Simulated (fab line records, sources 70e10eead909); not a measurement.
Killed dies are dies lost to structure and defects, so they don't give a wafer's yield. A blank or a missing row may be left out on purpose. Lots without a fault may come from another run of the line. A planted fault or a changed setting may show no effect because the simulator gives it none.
Chamber matching | flow nand_harc | NHARC_A_STAIRCASE_DESCUM_11 on rie_diel-04: 4 sister chambers
The step chemistry O2, time 3 s. 4 wafers are shown with their chamber, then 8 later ones without.

WAFERS WITH THEIR CHAMBER
wafer  | chamber | showerhead_plenum_p_Torr (Torr)
L080.1 | 3       | 1.80
L080.6 | 1       | 1.91
L082.5 | 0       | 1.86
L085.2 | 2       | 1.83

WAFERS WITHOUT THEIR CHAMBER
wafer  | showerhead_plenum_p_Torr (Torr)
L085.3 | 1.86
L085.4 | 1.90
L090.1 | 1.82
L090.4 | 1.90
L090.5 | 1.79
L097.1 | 1.89
L097.5 | 1.82
L097.6 | 1.78

WHICH CHAMBER EACH WENT THROUGH
wafer  | from the rows above     | in truth
L085.3 | 0                       | 0
L085.4 | 1                       | 1
L090.1 | can't be placed: 2 or 3 | 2
L090.4 | 1                       | 1
L090.5 | 3                       | 3
L097.1 | can't be placed: 1 or 0 | 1
L097.5 | can't be placed: 2 or 3 | 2
L097.6 | 3                       | 3
Placed correctly: 5 of 8. Can't be placed from these rows: 3 (the true chamber is among the candidates in 3). Placed wrongly: 0.
How it was worked out, from the rows above alone: a wafer's distance from a chamber is the root of the sum, over the readings, of the square of ((its reading less the chamber's mean) divided by the reading's scatter). The wafer belongs to the nearest chamber; if the next one is less than 2 further off, it can't be placed. A chamber's mean is the mean of its shown wafers. The scatter: with one shown wafer a chamber, the root of the mean of the squares of how far each hidden wafer lies from its nearest shown one.
